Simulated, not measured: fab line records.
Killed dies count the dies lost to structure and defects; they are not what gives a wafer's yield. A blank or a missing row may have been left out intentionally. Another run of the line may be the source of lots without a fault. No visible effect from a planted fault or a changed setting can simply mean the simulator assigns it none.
Which tool is to blame? | flow n5 finfet | 10 lots with 30 wafers sampled at 4 steps, on a route of 1938 steps

WHAT EACH GAUGE READ, for each wafer
N5_PASSIVATION_INSPECT_57: inspects for defects (macro).
lot  | measured     | on                | raw defect count
L913 | day 12 06:18 | defect inspect-02 | 0 5 1
L915 | day 12 18:04 | defect inspect-02 | 1 1 2
L916 | day 13 05:10 | defect inspect-02 | 3 4 1
L923 | day 14 21:44 | defect inspect-02 | 4 2 4
L924 | day 15 02:10 | defect inspect-02 | 2 0 0
L925 | day 15 15:46 | defect inspect-02 | 2 4 3
L927 | day 15 23:25 | defect inspect-01 | 4 1 1
L929 | day 16 20:05 | defect inspect-01 | 1 0 5
L932 | day 17 22:29 | defect inspect-01 | 3 1 0
L934 | day 18 14:41 | defect inspect-02 | 3 1 2

WHICH TOOL RAN EACH LOT (tool, then ch and the chambers of the sampled wafers, then the start)
lot  | N5_MIM_BOT_ETCH_STRIP_01           | N5_PASSIVATION_PECVD_01         | N5_PASSIVATION_ETCH_54
L913 | rie diel-03 ch 0,1,3, day 11 20:16 | pecvd-04 ch 0,1,2, day 11 20:48 | rie diel-02 ch 2,3, day 12 03:08
L915 | rie diel-03 ch 0,1,3, day 12 08:08 | pecvd-04 ch 0,1,2, day 12 08:40 | rie diel-03 ch 0,2, day 12 14:56
L916 | rie diel-02 ch 0,2, day 12 19:22   | pecvd-03 ch 0,1,2, day 12 19:54 | rie diel-03 ch 0,1,2, day 13 02:02
L923 | rie diel-02 ch 1,2, day 14 09:37   | pecvd-01 ch 0,2, day 14 10:10   | rie diel-03 ch 0,1,3, day 14 18:36
L924 | rie diel-02 ch 1,2,3, day 14 17:55 | pecvd-01 ch 0,2, day 14 18:27   | rie diel-02 ch 2,3, day 14 23:01
L925 | rie diel-01 ch 0,2,3, day 15 05:46 | pecvd-04 ch 0,1,2, day 15 06:19 | rie diel-01 ch 0,1,3, day 15 12:37
L927 | rie diel-01 ch 0,1,2, day 15 14:22 | pecvd-04 ch 0,1,2, day 15 14:55 | rie diel-03 ch 1,2,3, day 15 20:17
L929 | rie diel-01 ch 0,1,3, day 16 12:07 | pecvd-04 ch 0,1,2, day 16 12:39 | rie diel-03 ch 0,1,2, day 16 16:58
L932 | rie diel-01 ch 0,1, day 17 11:59   | pecvd-04 ch 0,2, day 17 12:32   | rie diel-02 ch 0,2, day 17 19:08
L934 | rie diel-01 ch 0,2, day 18 03:53   | pecvd-01 ch 0,1, day 18 04:28   | rie diel-02 ch 1,2,3, day 18 11:28
- N5_MIM_BOT_ETCH_STRIP_01: strips in O2.
- N5_PASSIVATION_PECVD_01: deposits SiNx from SiH4/NH3/N2, target thk 200 nm, time 43.2 s.
- N5_PASSIVATION_ETCH_54: etches SiO2 in CHF3/O2, target depth 880 nm, time 440 s.

THE ANSWER, worked out from the rows above alone
Rule: the usual values come from the lots themselves. The widest of any qualifying gaps counts: lots, ordered by their means at a reading, are off when they make up no more than a third of the lots, leave a main group of 4 or more, and stand apart from it by 3 or more times the standard deviation of that group's means. If all means in a main group match to the digits the tables above print for the reading, that group is not used. A lot without any number at a reading at which 4 lots or more have one is off too. Where the step has rows for the other lots, those lots are counted as sound.
Nothing can be told from this: no lot is off at any reading shown.

WHAT THE SIMULATOR HAD PUT IN
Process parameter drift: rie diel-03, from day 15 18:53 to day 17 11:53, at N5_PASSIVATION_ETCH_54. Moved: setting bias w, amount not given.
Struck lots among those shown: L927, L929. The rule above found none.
